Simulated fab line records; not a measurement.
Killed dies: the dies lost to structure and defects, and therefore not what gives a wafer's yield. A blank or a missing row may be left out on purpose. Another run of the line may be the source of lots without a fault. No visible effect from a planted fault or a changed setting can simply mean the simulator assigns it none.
fab line records	flow nandHarc
record: lots: 7	wafers: 18	lastDay: 25
route steps=1159 shown A_CONTACT@872 END@1159
lots with no fault: from the same line, run without faults
startH: start of the lot's first displayed wafer, in hours after the record's first day	waitH: hours from the lot's prior step to this one	" same as the row above	L1.1+2: a single row standing in for several wafers	- no value, or no start given	* or withheld: withheld	< > ~ a bound
route shown NAME@n: NAME is a module with steps in the file, n the number in the route of the first one	usual: the fault-free wafers' mean and standard deviation	same: alike in all rows	chamber/n: place in a boat	sites: the reading at each site	_std_site: their standard deviation	_edge_site: inner sites' mean taken away from outer sites' mean	radiusMm: how far each site lies from the wafer's centre	mask NAME#n: copy n	behind: the tool/chamber that last shaped the wafer	hold: cause of the lot's hold/its duration in hours/its outcome	device: whichever transistor did not switch (one of n, p or np)	end of line: tests run on the same wafers once the route is complete	a step given without rows: its recipe and nothing more	killed: not the wafer's yield, but the dies lost to structure and defects at the first sort	map: a wafer's dies, marking killed ones x, the rest . and places with no die _
set.NAME: the setting that was run; set.NAME@STEP: the one run at that earlier step	model.NAME: the simulator's own value behind a step, which no gauge read
lots at selected steps of the route; one table per step, one row per wafer
services: a tool's chamber out of use, with start hour (startH, from the record's first day; less than 0 if before it), hours out, and reason
== steps ==
step: NHARC_A_CONTACT_ETCH_121
recipe: sourceW: withheld	pressureMtorr: 20	biasV: 3000	timeS: 94	targetDepthA: 9220	arFlowSccm: withheld	c4f8FlowSccm: withheld	o2FlowSccm: withheld	chemistry: C4F8/O2/Ar
step: NHARC_A_CONTACT_ETCH_122
recipe: sourceW: withheld	pressureMtorr: 20	biasV: 3000	timeS: 95	targetDepthA: 9300	arFlowSccm: withheld	c4f8FlowSccm: withheld	o2FlowSccm: withheld	chemistry: C4F8/O2/Ar
lot.wafer	tool	chamber	startH	waitH	rfHoursCounterH
L735.1	harCapEtch-03	0	397.37	0.1	85
L735.3	"	0	"	"	-
L735.6	"	0	"	"	-
L739.3	harCapEtch-02	0	424.00	0.1	-
L739.6	"	1	"	"	-
L740.2	harCapEtch-01	0	424.81	0.1	65
L740.3	"	0	"	"	-
L745.2	harCapEtch-02	1	435.20	0.1	21
L745.6	"	0	"	"	-
L748.2	harCapEtch-03	0	464.94	0.1	98
L748.3	"	1	"	"	-
L748.6	"	0	"	"	-
L752.1	harCapEtch-01	1	481.44	0.1	78
L752.3	"	1	"	"	-
L752.5	"	0	"	"	-
L754.1	harCapEtch-03	1	527.87	0.1	108
L754.3	"	0	"	"	-
L754.5	"	1	"	"	-
step: NHARC_A_CONTACT_ETCH_123
recipe: sourceW: withheld	pressureMtorr: 20	biasV: 400	timeS: 253	targetDepthA: 10900	arFlowSccm: withheld	c4f8FlowSccm: 11.5	o2FlowSccm: 7.2	chemistry: C4F8/O2/Ar
step: NHARC_A_CONTACT_ETCH_90
recipe: targetDepthA: 400	overEtchFrac: 0.5	timeS: 85.7	ionEnergyEv: 120	ch3fFlowSccm: 50	o2FlowSccm: 30	arFlowSccm: 200	rfW: 500	biasW: 100	chemistry: CH3F/O2
step: NHARC_A_CONTACT_ETCH_96
recipe: targetDepthA: 200	overEtchFrac: 0.5	timeS: 10	ionEnergyEv: 250	c4f6FlowSccm: 25	o2FlowSccm: 20	arFlowSccm: 500	rfW: 600	biasW: 500	chemistry: C4F6/O2
usual: drypumpMotorCurrentA: 5.9/0.4	oesProductAu: 0.969/0.024	rfVppV: 546.0/2.4	showerheadPlenumPTorr: 3.88/0.11	throttleValvePct: 26.904/0.009
lot.wafer	tool	chamber	startH	waitH	drypumpMotorCurrentA	oesProductAu	rfHoursCounterH	rfVppV	showerheadPlenumPTorr	throttleValvePct
L735.1	rieDiel-11	3	398.21	0.1	6.0	0.968	6	543.8	3.83	26.911
L735.3	"	0	"	"	6.0	0.957	6	545.4	3.91	26.903
L735.6	"	3	"	"	6.0	0.956	-	545.8	3.83	26.911
L739.3	rieDiel-13	0	-	-	5.4	0.953	53	542.4	3.73	26.902
L739.6	"	1	"	"	5.2	0.953	-	544.6	3.82	26.886
L740.3	rieDiel-11	0	-	-	6.0	0.976	10	546.7	3.91	26.900
L740.2	"	3	"	"	6.0	0.961	10	544.6	3.83	26.908
L745.2	rieDiel-11	0	-	-	6.0	1.005	14	545.6	3.91	26.888
L745.6	"	0	"	"	6.0	1.012	-	545.9	3.91	26.909
L748.3	rieDiel-11	1	-	-	6.6	0.950	20	548.0	3.93	26.901
L748.2	"	2	"	"	5.3	0.946	16	550.1	4.05	26.908
L748.6	"	0	"	"	6.0	0.945	-	546.1	3.90	26.890
L752.3	rieDiel-11	0	-	-	6.0	0.976	24	546.9	3.90	26.901
L752.1	"	3	"	"	6.0	0.982	26	544.4	3.82	26.906
L752.5	"	0	"	"	6.0	0.974	-	546.4	3.90	26.900
L754.1	rieDiel-08	1	-	-	6.3	0.991	10	542.5	3.67	26.901
L754.3	"	0	"	"	6.3	0.987	10	545.7	3.90	26.905
L754.5	"	2	"	"	5.5	0.993	-	546.3	3.96	26.898
step: NHARC_A_CONTACT_CD_MEAS_53
usual: cdNm: 189.4/0.74
lot.wafer	tool	chamber	startH	waitH	cdNm
L735.1	cdSem-02	-	398.30	-	189.5
L735.3	"	-	"	"	190.2
L735.6	"	-	"	"	189.5
L739.3	cdSem-03	-	424.89	-	188.3
L739.6	"	-	"	"	188.8
L740.2	cdSem-01	-	425.86	-	190.5
L740.3	"	-	"	"	190.2
L745.2	cdSem-01	-	436.22	-	189.7
L745.6	"	-	"	"	189.0
L748.2	cdSem-02	-	465.85	-	188.1
L748.3	"	-	"	"	188.7
L748.6	"	-	"	"	189.0
L752.1	cdSem-01	-	482.40	-	189.4
L752.3	"	-	"	"	190.0
L752.5	"	-	"	"	189.3
L754.1	cdSem-02	-	528.77	-	187.5
L754.3	"	-	"	"	188.8
L754.5	"	-	"	"	187.3
step: NHARC_A_CONTACT_STRIP_99
recipe: n2FlowSccm: 150	h2FlowSccm: 150	arFlowSccm: 0	biasW: 0	chemistry: N2/H2
step: NHARC_A_CONTACT_STRIP_100
recipe: cf4FlowSccm: 100	chf3FlowSccm: 30	arFlowSccm: 0	biasW: 0	chemistry: CF4/CHF3
step: NHARC_A_CONTACT_STRIP_101
recipe: o2FlowSccm: 400	cosFlowSccm: 20	arFlowSccm: 0	biasW: 0	chemistry: O2/COS
step: NHARC_A_CONTACT_ETCH_102
recipe: targetDepthA: 700	overetchA: 70	timeS: 38.5	ionEnergyEv: 100	cf4FlowSccm: 80	o2FlowSccm: 20	arFlowSccm: 0	rfW: 300	biasW: 100	chemistry: CF4/O2
step: NHARC_A_CONTACT_STRIP_55
recipe: o2FlowSccm: 500	arFlowSccm: 0	biasW: 0	chemistry: O2
step: NHARC_A_CONTACT_STRIP_56
recipe: timeS: 600	tempC: 30	chemistry: postEtchResidueRemover
step: NHARC_A_CONTACT_DEP_57
recipe: targetThkA: 28000	tempC: 400	material: aC
usual: throttleValvePct: 35.000/0.0089
lot.wafer	tool	chamber	startH	waitH	throttleValvePct
L735.1	aclDep-01	0	399.26	-	35.018
L735.3	"	0	"	"	34.988
L735.6	"	0	"	"	35.013
L739.3	aclDep-01	0	426.76	-	35.002
L739.6	"	0	"	"	35.000
L740.2	aclDep-01	0	428.20	-	34.991
L740.3	"	0	"	"	35.002
L745.2	aclDep-01	0	438.18	-	34.990
L745.6	"	0	439.33	-	34.998
L748.2	aclDep-03	0	468.46	-	34.992
L748.3	"	0	"	"	34.994
L748.6	"	0	"	"	35.012
L752.1	aclDep-02	0	484.20	-	35.004
L752.3	"	0	"	"	35.005
L752.5	"	0	"	"	35.000
L754.1	aclDep-01	0	529.71	-	35.004
L754.3	"	0	"	"	35.001
L754.5	"	0	"	"	34.994
step: NHARC_A_CONTACT_DEP_58
recipe: targetThkA: 600	targetThkNm: 60	tempC: 400	pressureTorr: 3.5	flowSccm: 200	rfW: 350	material: SiON
step: NHARC_A_CONTACT_DEHYDRATE_59
recipe: tempC: 150	timeS: 120
step: NHARC_A_CONTACT_HMDS_60
recipe: timeS: 30
step: NHARC_A_CONTACT_COAT_61
recipe: tempC: 260	timeS: 75
step: NHARC_A_CONTACT_COAT_62
recipe: tempC: 225	timeS: 65
step: NHARC_A_CONTACT_COAT_63
recipe: spinRpm: 1500	resistThkNm: 90
step: NHARC_A_CONTACT_SOFTBAKE_64
recipe: tempC: 105	timeS: 55
step: NHARC_A_CONTACT_EBR_65
step: NHARC_A_CONTACT_EXPOSE_66
recipe: na: 1.35	sigmaOuter: 0.8	doseMj: 59.02	maskId: A_CC_2
step: NHARC_A_CONTACT_PEB_67
recipe: pebTempC: 100	pebTimeS: 65
step: NHARC_A_CONTACT_DEVELOP_68
recipe: developTimeS: 35	devTempC: 23
step: NHARC_A_CONTACT_CD_MEAS_69
recipe: targetCdNm: 200	landingEnergyEv: 500
usual: cdNm: 200.2/0.52
lot.wafer	tool	chamber	startH	waitH	cdNm
L735.1	cdSem-03	0	401.77	-	200.5
L735.3	"	0	"	"	199.7
L735.6	"	0	"	"	200.0
L739.3	cdSem-03	0	428.67	-	200.1
L739.6	"	0	"	"	200.0
L740.2	cdSem-01	0	430.37	-	200.0
L740.3	"	0	"	"	200.2
L745.2	cdSem-01	0	440.42	-	200.5
L745.6	"	0	"	"	199.3
L748.2	cdSem-01	0	470.51	-	201.0
L748.3	"	0	"	"	200.7
L748.6	"	0	"	"	201.1
L752.1	cdSem-01	0	486.80	-	200.1
L752.3	"	0	"	"	200.2
L752.5	"	0	"	"	200.3
L754.1	cdSem-01	0	532.23	-	200.6
L754.3	"	0	"	"	200.4
L754.5	"	0	"	"	200.9
step: NHARC_A_CONTACT_OVL_MEAS_70
usual: overlayXNm: 0.0/0.69	overlayYNm: 0.2/0.75
lot.wafer	tool	chamber	startH	waitH	overlayXNm	overlayYNm
L735.1	overlay-01	-	401.86	-	-0.9	0.7
L735.3	"	-	"	"	-0.9	0.6
L735.6	"	-	"	"	-0.7	0.5
L739.3	overlay-01	-	428.75	-	-0.3	0.5
L739.6	"	-	"	"	-0.1	0.8
L740.2	overlay-01	-	430.46	-	0.3	-0.7
L740.3	"	-	"	"	0.3	-1.0
L745.2	overlay-01	-	440.50	-	0.2	0.2
L745.6	"	-	"	"	0.1	0.0
L748.2	overlay-02	-	470.60	-	-0.3	2.3
L748.3	"	-	"	"	-0.7	1.3
L748.6	"	-	"	"	0.0	2.5
L752.1	overlay-01	-	486.88	-	-0.9	0.3
L752.3	"	-	"	"	-0.3	0.3
L752.5	"	-	"	"	-0.7	0.6
L754.1	overlay-01	-	532.32	-	0.0	0.2
L754.3	"	-	"	"	0.6	0.5
L754.5	"	-	"	"	0.3	0.5
step: NHARC_A_CONTACT_INSPECT_71
usual: rawDefectCount: 27/15
lot.wafer	tool	chamber	startH	waitH	rawDefectCount
L735.1	defectInspect-01	-	401.89	0.0	14
L735.3	"	-	"	"	19
L735.6	"	-	"	"	17
L739.3	defectInspect-02	-	428.79	0.0	18
L739.6	"	-	"	"	16
L740.2	defectInspect-02	-	430.50	0.0	17
L740.3	"	-	"	"	7
L745.2	defectInspect-01	-	440.54	0.0	43
L745.6	"	-	"	"	47
L748.2	defectInspect-02	-	470.63	0.0	27
L748.3	"	-	"	"	27
L748.6	"	-	"	"	24
L752.1	defectInspect-02	-	486.92	0.0	58
L752.3	"	-	"	"	46
L752.5	"	-	"	"	44
L754.1	defectInspect-02	-	532.36	0.0	50
L754.3	"	-	"	"	50
L754.5	"	-	"	"	46
step: NHARC_A_CONTACT_DESCUM_74
recipe: timeS: 3	o2FlowSccm: 200	arFlowSccm: 0	biasPowerW: 0	chemistry: O2
step: NHARC_A_CONTACT_ETCH_75
recipe: targetDepthA: 390	overEtchFrac: 0.3	timeS: 65	ionEnergyEv: 80	cf4FlowSccm: 150	arFlowSccm: 0	rfW: 300	biasW: 100	chemistry: CF4
step: NHARC_A_CONTACT_ETCH_76
recipe: targetDepthA: 2600	overEtchFrac: 0.3	timeS: 475.3	ionEnergyEv: 200	n2FlowSccm: 150	h2FlowSccm: 150	arFlowSccm: 0	rfW: 400	biasW: 150	chemistry: N2/H2
step: NHARC_A_CONTACT_ETCH_77
recipe: targetDepthA: 726	timeS: 36.3	cf4FlowSccm: 100	chf3FlowSccm: 30	arFlowSccm: 0	rfW: 500	biasW: 200	chemistry: CF4/CHF3
step: NHARC_A_CONTACT_ETCH_78
recipe: targetDepthA: 28000	overEtchFrac: 0.3	timeS: 728	ionEnergyEv: 150	o2FlowSccm: 400	cosFlowSccm: 20	arFlowSccm: 0	rfW: 500	biasW: 300	chemistry: O2/COS
step: NHARC_A_CONTACT_ETCH_124
recipe: sourceW: withheld	pressureMtorr: 20	biasV: withheld	timeS: 140	targetDepthA: 7000	arFlowSccm: withheld	c4f8FlowSccm: withheld	o2FlowSccm: withheld	chemistry: C4F8/O2/Ar
step: NHARC_A_CONTACT_ETCH_125
recipe: sourceW: withheld	pressureMtorr: 20	biasV: 1200	timeS: 155	targetDepthA: 9560	arFlowSccm: withheld	c4f8FlowSccm: withheld	o2FlowSccm: withheld	chemistry: C4F8/O2/Ar
step: NHARC_A_CONTACT_ETCH_126
recipe: sourceW: withheld	pressureMtorr: 20	biasV: 1200	timeS: 155	targetDepthA: 9560	arFlowSccm: withheld	c4f8FlowSccm: withheld	o2FlowSccm: withheld	chemistry: C4F8/O2/Ar
step: NHARC_A_CONTACT_ETCH_127
recipe: sourceW: withheld	pressureMtorr: 20	biasV: 1200	timeS: 155	targetDepthA: 9560	arFlowSccm: withheld	c4f8FlowSccm: withheld	o2FlowSccm: withheld	chemistry: C4F8/O2/Ar
step: NHARC_A_CONTACT_ETCH_128
recipe: sourceW: withheld	pressureMtorr: 20	biasV: 1200	timeS: 155	targetDepthA: 9560	arFlowSccm: withheld	c4f8FlowSccm: withheld	o2FlowSccm: withheld	chemistry: C4F8/O2/Ar
step: NHARC_A_CONTACT_ETCH_129
recipe: sourceW: withheld	pressureMtorr: 20	biasV: 1200	timeS: 155	targetDepthA: 9560	arFlowSccm: withheld	c4f8FlowSccm: withheld	o2FlowSccm: withheld	chemistry: C4F8/O2/Ar
lot.wafer	tool	chamber	startH	waitH	rfHoursCounterH
L735.1	harCapEtch-02	0	403.93	0.1	14
L735.3	"	0	"	"	-
L735.6	"	1	"	"	-
L739.3	harCapEtch-02	1	430.78	0.1	-
L739.6	"	1	"	"	-
L740.2	harCapEtch-03	0	432.48	0.1	90
L740.3	"	1	"	"	-
L745.2	harCapEtch-02	1	442.85	0.1	23
L745.6	"	0	"	"	-
L748.2	harCapEtch-01	0	472.68	0.1	77
L748.3	"	1	"	"	-
L748.6	"	0	"	"	-
L752.1	harCapEtch-02	1	489.03	0.1	32
L752.3	"	1	"	"	-
L752.5	"	0	"	"	-
L754.1	harCapEtch-02	1	534.34	0.1	38
L754.3	"	1	"	"	-
L754.5	"	1	"	"	-
step: NHARC_A_CONTACT_ETCH_130
recipe: sourceW: withheld	pressureMtorr: 20	biasV: 1200	timeS: 155	targetDepthA: 9560	arFlowSccm: withheld	c4f8FlowSccm: withheld	o2FlowSccm: withheld	chemistry: C4F8/O2/Ar
lot.wafer	tool	chamber	startH	waitH	rfHoursCounterH
L735.1	harCapEtch-02	0	404.07	0.1	14
L735.3	"	0	"	"	-
L735.6	"	1	"	"	-
L739.3	harCapEtch-02	1	430.92	0.1	-
L739.6	"	1	"	"	-
L740.2	harCapEtch-03	0	432.62	0.1	90
L740.3	"	1	"	"	-
L745.2	harCapEtch-02	1	442.99	0.1	23
L745.6	"	0	"	"	-
L748.2	harCapEtch-01	0	472.82	0.1	77
L748.3	"	1	"	"	-
L748.6	"	0	"	"	-
L752.1	harCapEtch-02	1	489.17	0.1	32
L752.3	"	1	"	"	-
L752.5	"	0	"	"	-
L754.1	harCapEtch-02	1	534.49	0.1	38
L754.3	"	1	"	"	-
L754.5	"	1	"	"	-
step: NHARC_A_CONTACT_ETCH_131
recipe: sourceW: withheld	pressureMtorr: 20	biasV: 1200	timeS: 155	targetDepthA: 9560	arFlowSccm: withheld	c4f8FlowSccm: withheld	o2FlowSccm: withheld	chemistry: C4F8/O2/Ar
step: NHARC_A_CONTACT_ETCH_132
recipe: sourceW: withheld	pressureMtorr: 20	biasV: 1200	timeS: 156	targetDepthA: 9580	arFlowSccm: withheld	c4f8FlowSccm: withheld	o2FlowSccm: withheld	chemistry: C4F8/O2/Ar
step: NHARC_A_CONTACT_ETCH_133
recipe: sourceW: withheld	pressureMtorr: 20	biasV: 400	timeS: 195	targetDepthA: 8400	arFlowSccm: withheld	c4f8FlowSccm: 11.5	o2FlowSccm: 7.2	chemistry: C4F8/O2/Ar
lot.wafer	tool	chamber	startH	waitH	rfHoursCounterH
L735.1	harCapEtch-02	0	404.52	0.1	15
L735.3	"	0	"	"	-
L735.6	"	1	"	"	-
L739.3	harCapEtch-02	1	431.39	0.2	-
L739.6	"	1	"	"	-
L740.2	harCapEtch-03	0	433.05	0.1	91
L740.3	"	1	"	"	-
L745.2	harCapEtch-02	1	443.42	0.1	23
L745.6	"	0	"	"	-
L748.2	harCapEtch-01	0	473.25	0.1	77
L748.3	"	1	"	"	-
L748.6	"	0	"	"	-
L752.1	harCapEtch-02	1	489.62	0.1	32
L752.3	"	1	"	"	-
L752.5	"	0	"	"	-
L754.1	harCapEtch-02	1	534.94	0.1	39
L754.3	"	1	"	"	-
L754.5	"	1	"	"	-
step: NHARC_END_SORT_01
recipe: tempC: 25
usual: killedAtArray: 26/10	killedAtOther: 0.8/1.1	killedAtPeriphery: 3.3/2.6	killedDies: 30/11	killedOpen: 3.4/1.8	killedShort: 2.0/1.3
same: grossDies: 677
lot.wafer	tool	chamber	startH	waitH	killedAtArray	killedAtOther	killedAtPeriphery	killedDies	killedOpen	killedShort
L740.2	prober-01	0	490.25	2.8	676	0	1	677	1	2
L739.6	prober-02	0	493.55	4.0	674	0	3	677	6	3
L745.2	prober-02	0	507.65	2.8	676	1	0	677	6	2
L745.6	prober-02	0	510.85	4.0	673	0	4	677	9	3
killed by level:class
L740.2 A_CONTACT:areaDep=655 A_STAIRCASE:chamberFilmFlake=10 A_CHANNEL_HOLE_D1:chamberFilmFlake=6 A_WL_FILL:geometricParticle:short=1 A_M0:geometricParticle:short=1 A_M1:geometricParticle:open=1 P_GATE:chamberFilmFlake=1 A_SLIT:chamberFilmFlake=1
L739.6 A_CONTACT:areaDep=651 A_STAIRCASE:chamberFilmFlake=7 A_CHANNEL_HOLE_D1:chamberFilmFlake=4 A_WL_FILL:geometricParticle:short=2 A_CONTACT:geometricParticle:open=2 A_CONTACT:chamberFilmFlake=2 P_CONTACT:geometricParticle:open=1 A_ONON_D1:geometricParticle:open=1
L745.2 A_CONTACT:areaDep=637 A_CHANNEL_HOLE_D1:chamberFilmFlake=17 A_SLIT:chamberFilmFlake=8 A_CONTACT:chamberFilmFlake=5 A_CHANNEL_HOLE_D1:geometricParticle:open=2 A_WL_FILL:chamberFilmFlake=2 A_SOURCE_PLATE:geometricParticle:open=1 A_WL_FILL:geometricParticle:short=1
L745.6 A_CONTACT:areaDep=635 A_SLIT:chamberFilmFlake=16 A_CHANNEL_HOLE_D1:chamberFilmFlake=8 A_CONTACT:chamberFilmFlake=3 P_M0:geometricParticle:open=2 A_ONON_D1:geometricParticle:short=2 A_M0:geometricParticle:open=2 P_STI:geometricParticle:open=1
map L739.6 (x killed, . not)
____________x____________
_________xxxxxxx_________
_______xxxxxxxxxxx_______
______xxxxxxxxxxxxx______
_____xxxxxxxxxxxxxxx_____
____xxxxxxxxxxxxxxxxx____
____xxxxxxxxxxxxxxxxx____
___xxxxxxxxxxxxxxxxxxx___
___xxxxxxxxxxxxxxxxxxx___
__xxxxxxxxxxxxxxxxxxxxx__
__xxxxxxxxxxxxxxxxxxxxx__
_xxxxxxxxxxxxxxxxxxxxxxx_
_xxxxxxxxxxxxxxxxxxxxxxx_
_xxxxxxxxxxxxxxxxxxxxxxx_
_xxxxxxxxxxxxxxxxxxxxxxx_
_xxxxxxxxxxxxxxxxxxxxxxx_
xxxxxxxxxxxxxxxxxxxxxxxxx
xxxxxxxxxxxxxxxxxxxxxxxxx
xxxxxxxxxxxxxxxxxxxxxxxxx
xxxxxxxxxxxxxxxxxxxxxxxxx
xxxxxxxxxxxxxxxxxxxxxxxxx
_xxxxxxxxxxxxxxxxxxxxxxx_
_xxxxxxxxxxxxxxxxxxxxxxx_
_xxxxxxxxxxxxxxxxxxxxxxx_
_xxxxxxxxxxxxxxxxxxxxxxx_
_xxxxxxxxxxxxxxxxxxxxxxx_
__xxxxxxxxxxxxxxxxxxxxx__
__xxxxxxxxxxxxxxxxxxxxx__
___xxxxxxxxxxxxxxxxxxx___
___xxxxxxxxxxxxxxxxxxx___
____xxxxxxxxxxxxxxxxx____
____xxxxxxxxxxxxxxxxx____
_____xxxxxxxxxxxxxxx_____
______xxxxxxxxxxxxx______
_______xxxxxxxxxxx_______
_________xxxxxxx_________
____________x____________
map L740.2 (x killed, . not)
____________x____________
_________xxxxxxx_________
_______xxxxxxxxxxx_______
______xxxxxxxxxxxxx______
_____xxxxxxxxxxxxxxx_____
____xxxxxxxxxxxxxxxxx____
____xxxxxxxxxxxxxxxxx____
___xxxxxxxxxxxxxxxxxxx___
___xxxxxxxxxxxxxxxxxxx___
__xxxxxxxxxxxxxxxxxxxxx__
__xxxxxxxxxxxxxxxxxxxxx__
_xxxxxxxxxxxxxxxxxxxxxxx_
_xxxxxxxxxxxxxxxxxxxxxxx_
_xxxxxxxxxxxxxxxxxxxxxxx_
_xxxxxxxxxxxxxxxxxxxxxxx_
_xxxxxxxxxxxxxxxxxxxxxxx_
xxxxxxxxxxxxxxxxxxxxxxxxx
xxxxxxxxxxxxxxxxxxxxxxxxx
xxxxxxxxxxxxxxxxxxxxxxxxx
xxxxxxxxxxxxxxxxxxxxxxxxx
xxxxxxxxxxxxxxxxxxxxxxxxx
_xxxxxxxxxxxxxxxxxxxxxxx_
_xxxxxxxxxxxxxxxxxxxxxxx_
_xxxxxxxxxxxxxxxxxxxxxxx_
_xxxxxxxxxxxxxxxxxxxxxxx_
_xxxxxxxxxxxxxxxxxxxxxxx_
__xxxxxxxxxxxxxxxxxxxxx__
__xxxxxxxxxxxxxxxxxxxxx__
___xxxxxxxxxxxxxxxxxxx___
___xxxxxxxxxxxxxxxxxxx___
____xxxxxxxxxxxxxxxxx____
____xxxxxxxxxxxxxxxxx____
_____xxxxxxxxxxxxxxx_____
______xxxxxxxxxxxxx______
_______xxxxxxxxxxx_______
_________xxxxxxx_________
____________x____________
== services ==
tool	chamber	startH	hours	kind
rieDiel-11	0	375.63	-	clean
rieDiel-11	1	375.63	-	clean
rieDiel-11	2	375.63	-	clean
rieDiel-11	3	375.63	-	clean
rieDiel-11	2	386.94	17.8	repair
rieDiel-11	0	400.22	-	clean
rieDiel-11	1	400.22	-	clean
rieDiel-11	3	400.22	-	clean
aclDep-03	-	406.40	13.0	pm
rieDiel-13	3	406.65	3.8	repair
rieDiel-08	1	406.89	2.9	repair
rieDiel-11	0	424.72	-	clean
rieDiel-11	1	424.72	-	clean
rieDiel-11	2	424.72	-	clean
rieDiel-11	3	424.72	-	clean
rieDiel-13	1	434.77	22.8	repair
rieDiel-11	0	437.48	8.0	repair
rieDiel-11	0	449.22	-	clean
rieDiel-11	1	449.22	-	clean
rieDiel-11	2	449.22	-	clean
rieDiel-13	-	453.66	9.0	pm
aclDep-01	-	475.61	13.0	pm
rieDiel-08	-	478.84	9.0	pm
rieDiel-13	0	490.67	14.3	repair
== key ==
firstSign: step: NHARC_END_SORT_01	reading: killedAtArray	direction: up	sigmas: 62	usual: 26	struck: 675
effect: step: NHARC_END_SORT_01	reading: killedDies	direction: up	sigmas: 61	usual: 30	struck: 677
moreKillsBornAt: NHARC_A_CONTACT_DEP_57@aclDep-01: 2578
metAt NHARC_A_CONTACT_DEP_57
struckWafers L739.6,L740.2,L745.2,L745.6
laterRowsLeftOut L739.6,L740.2,L745.2,L745.6
testerLeftOut L739,L740,L745
onsetBetween 399.26 426.76
fault: kind: processParameterDrift	tool: aclDep-01	chamber: -	onsetH: 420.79	steps: NHARC_A_CONTACT_DEP_57	channel: targetThkA	offset: *	shape: step	endH: 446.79	scope: struckWafersOnly	actsIn: *	stated: *
testerLeftOut: of these lots the tester's yield and bins aren't shown, on N5 and GAA mostly nor the transistor test; their killed dies are dies lost to structure and defects alone, not to doping, threshold or leakage, so they don't give the yield
laterRowsLeftOut: the simulator's readings of these wafers behind a module that went badly wrong aren't trusted and aren't shown, but for the sort
